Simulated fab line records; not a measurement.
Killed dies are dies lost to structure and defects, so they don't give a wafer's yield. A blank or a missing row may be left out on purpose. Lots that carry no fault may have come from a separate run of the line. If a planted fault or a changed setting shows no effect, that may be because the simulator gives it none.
Chamber matching / flow n5 finfet / N5_BEOL_M7_CURE_74 on uv cure-03: 3 sister chambers
The step cures SiCOH lowk, time 240 s. 3 wafers are shown with their chamber, then 11 later ones without.

## EACH WAFER AND ITS CHAMBER
wafer=L075.6; chamber=0; wafer_temp_C_max=386.7
wafer=L081.6; chamber=2; wafer_temp_C_max=386.1
wafer=L083.2; chamber=1; wafer_temp_C_max=386.9

## WAFERS WHOSE CHAMBER IS MISSING
wafer=L083.4; wafer_temp_C_max=386.6
wafer=L083.6; wafer_temp_C_max=386.5
wafer=L086.1; wafer_temp_C_max=387.0
wafer=L086.3; wafer_temp_C_max=386.9
wafer=L086.5; wafer_temp_C_max=386.4
wafer=L090.3; wafer_temp_C_max=386.5
wafer=L090.4; wafer_temp_C_max=386.6
wafer=L090.6; wafer_temp_C_max=386.3
wafer=L095.2; wafer_temp_C_max=386.4
wafer=L095.5; wafer_temp_C_max=387.6
wafer=L095.6; wafer_temp_C_max=387.0

## EACH ONE'S CHAMBER
wafer=L083.4; from the rows above=can't be placed: 0 or 1 or 2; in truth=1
wafer=L083.6; from the rows above=can't be placed: 0 or 1 or 2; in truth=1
wafer=L086.1; from the rows above=can't be placed: 1 or 0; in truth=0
wafer=L086.3; from the rows above=can't be placed: 1 or 0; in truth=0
wafer=L086.5; from the rows above=can't be placed: 2 or 0 or 1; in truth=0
wafer=L090.3; from the rows above=can't be placed: 0 or 1 or 2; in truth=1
wafer=L090.4; from the rows above=can't be placed: 0 or 1 or 2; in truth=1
wafer=L090.6; from the rows above=can't be placed: 2 or 0 or 1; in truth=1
wafer=L095.2; from the rows above=can't be placed: 2 or 0 or 1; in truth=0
wafer=L095.5; from the rows above=can't be placed: 1 or 0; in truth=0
wafer=L095.6; from the rows above=can't be placed: 1 or 0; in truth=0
Correct placement for 0 of the 11. Unplaceable from these rows: 11, with the true chamber sitting among the candidates in 11. 0 placed wrongly.
How it was worked out, from the rows above alone: a wafer's distance from a chamber is the root of the sum, over the readings, of the square of ((its reading less the chamber's mean) divided by the reading's scatter). If the next closest chamber is less than 2 further off than the closest, the wafer can't be placed; otherwise it belongs to the closest. The mean given for a chamber averages the wafers shown for that chamber. The scatter: with one shown wafer a chamber, the root of the mean of the squares of how far each hidden wafer lies from its nearest shown one.
